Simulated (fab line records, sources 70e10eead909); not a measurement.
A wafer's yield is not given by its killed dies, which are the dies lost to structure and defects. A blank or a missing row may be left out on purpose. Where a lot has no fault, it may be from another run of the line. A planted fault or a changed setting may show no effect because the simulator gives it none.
Chamber matching | flow nand harc | rie diel-12 running NHARC_P_GATE_DESCUM_48: 4 sister chambers
The step chemistry O2, time 3 s. 18 wafers are shown with their chamber, then 9 later ones without.

## WAFERS, EACH WITH ITS CHAMBER
wafer  | chamber | drypump motor current A (A) | oes product au (a.u.) | rf vpp V (V)
L383.1 | 0       | 5.3                         | 1.002                 | 57.9
L383.4 | 1       | 5.5                         | 0.976                 | 57.4
L383.6 | 2       | 5.7                         | 0.991                 | 57.6
L382.1 | 2       | 5.7                         | 0.994                 | 58.0
L382.2 | 1       | 5.5                         | 0.978                 | 57.1
L382.5 | 0       | 5.3                         | 1.002                 | 57.7
L385.4 | 2       | 5.7                         | 0.998                 | 58.1
L385.5 | 1       | 5.4                         | 0.982                 | 58.3
L385.6 | 0       | 5.3                         | 0.993                 | 58.7
L387.2 | 3       | 6.0                         | 0.986                 | 57.9
L387.3 | 1       | 5.5                         | 0.981                 | 58.3
L387.5 | 1       | 5.4                         | 0.982                 | 58.0
L391.1 | 2       | 5.7                         | 1.008                 | 58.0
L391.2 | 0       | 5.3                         | 1.012                 | 59.7
L391.6 | 3       | 5.9                         | 0.986                 | 57.7
L390.1 | 1       | 5.5                         | 0.963                 | 57.6
L390.2 | 0       | 5.3                         | 1.011                 | 58.3
L390.3 | 2       | 5.7                         | 0.991                 | 58.2

SIGNATURES, as means of the wafers listed above
reading                 | chamber 0 | chamber 1 | chamber 2 | chamber 3 | scatter within a chamber
drypump motor current A | 5.300     | 5.467     | 5.700     | 5.950     | 0.0362
oes product au          | 1.00400   | 0.97700   | 0.99640   | 0.98600   | 0.00711
rf vpp V                | 58.460    | 57.783    | 57.980    | 57.800    | 0.532
Rule: for each reading, subtract the chamber's mean from the wafer's reading, divide by that reading's scatter and square the result; add these up over the readings and take the root, which gives the wafer's distance from the chamber. The wafer belongs to the nearest chamber; if the next one is less than 2 further off, it can't be placed. How the scatter is found: for the shown wafers, subtract from each reading the mean of its chamber, square and add these, divide the total by (wafers less chambers), then take the root.

## WAFERS WITHOUT THEIR CHAMBER
wafer  | drypump motor current A (A) | oes product au (a.u.) | rf vpp V (V)
L394.1 | 5.3                         | 1.011                 | 58.4
L394.2 | 5.7                         | 1.005                 | 57.8
L394.4 | 5.3                         | 1.011                 | 57.2
L393.3 | 5.5                         | 0.965                 | 55.8
L393.4 | 5.7                         | 0.996                 | 56.7
L393.5 | 5.3                         | 0.991                 | 57.2
L403.3 | 5.9                         | 0.998                 | 57.0
L403.4 | 5.5                         | 0.983                 | 58.9
L403.6 | 5.7                         | 1.013                 | 57.2

## WHICH CHAMBER EACH WENT THROUGH
wafer  | from the rows above | in truth
L394.1 | 0                   | 0
L394.2 | 2                   | 2
L394.4 | 0                   | 0
L393.3 | 1                   | 1
L393.4 | 2                   | 2
L393.5 | 0                   | 0
L403.3 | 3                   | 3
L403.4 | 1                   | 1
L403.6 | 2                   | 2
Correctly placed: 9 of 9. Number that these rows cannot place: 0. 0 placed wrongly.
